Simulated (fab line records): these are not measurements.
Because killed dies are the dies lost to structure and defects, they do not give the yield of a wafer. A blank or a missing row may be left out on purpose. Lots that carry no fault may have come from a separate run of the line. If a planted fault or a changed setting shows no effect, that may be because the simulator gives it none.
What tool caused it? + flow n5Finfet + 11 lots, 30 wafers sampled, at 2 steps of a route of 1938

## WHAT THE GAUGES SHOWED, per wafer
N5_BEOL_M11_CD_MEAS_28 targets a cd of 70 nm.
| lot  | measured     | on       | cdNm (nm)      |
|------|--------------|----------|----------------|
| L616 | day 10 15:53 | cdSem-02 | 71.1 71.2 70.5 |
| L620 | day 12 12:55 | cdSem-03 | 70.3 71.2      |
| L624 | day 12 16:50 | cdSem-03 | 69.3 68.7 67.9 |
| L622 | day 12 19:21 | cdSem-01 | 70.9 71.1 70.1 |
| L627 | day 13 10:34 | cdSem-02 | 69.9 70.1 70.0 |
| L625 | day 13 13:29 | cdSem-01 | 69.2 70.0      |
| L628 | day 13 21:45 | cdSem-03 | 71.5 70.4      |
| L634 | day 15 13:25 | cdSem-03 | 71.3 71.5 70.7 |
| L636 | day 16 07:44 | cdSem-01 | 68.7 70.0 69.3 |
| L638 | day 16 20:29 | cdSem-03 | 70.7 70.7 70.8 |
| L637 | day 16 20:19 | cdSem-03 | 69.5 68.2 69.5 |

## WHICH TOOL RAN EACH LOT (tool, then ch and the chambers of the sampled wafers, then the start)
| lot  | N5_BEOL_M11_DESCUM_16             |
|------|-----------------------------------|
| L616 | rieDiel-04 ch 0,1,2, day 10 14:10 |
| L620 | rieDiel-05 ch 1,3, day 12 10:49   |
| L624 | rieDiel-04 ch 0,3, day 12 15:58   |
| L622 | rieDiel-04 ch 0,2, day 12 17:55   |
| L627 | rieDiel-05 ch 0,3, day 13 05:11   |
| L625 | rieDiel-01 ch 1,3, day 13 11:44   |
| L628 | rieDiel-04 ch 0,3, day 13 20:55   |
| L634 | rieDiel-05 ch 0,1,3, day 15 09:41 |
| L636 | rieDiel-05 ch 1,2, day 16 05:26   |
| L638 | rieDiel-01 ch 0,1,3, day 16 18:36 |
| L637 | rieDiel-04 ch 0,1,3, day 16 18:52 |
- N5_BEOL_M11_DESCUM_16: chemistry O2, time 7.9 s.

## THE ANSWER, worked out from the rows above alone
Rule: the lots themselves supply what counts as usual. The widest of any qualifying gaps counts: lots, ordered by their means at a reading, are off when they make up no more than a third of the lots, leave a main group of 4 or more, and stand apart from it by 3 or more times the standard deviation of that group's means. A main group is skipped when, at the precision printed for the reading in the tables above, its means are all equal. A lot without any number at a reading at which 4 lots or more have one is off too. All remaining lots with rows at the step are treated as sound.
Across all readings shown, no lot is off: no conclusion can be drawn from this.

## WHAT THE SIMULATOR HAD INSERTED
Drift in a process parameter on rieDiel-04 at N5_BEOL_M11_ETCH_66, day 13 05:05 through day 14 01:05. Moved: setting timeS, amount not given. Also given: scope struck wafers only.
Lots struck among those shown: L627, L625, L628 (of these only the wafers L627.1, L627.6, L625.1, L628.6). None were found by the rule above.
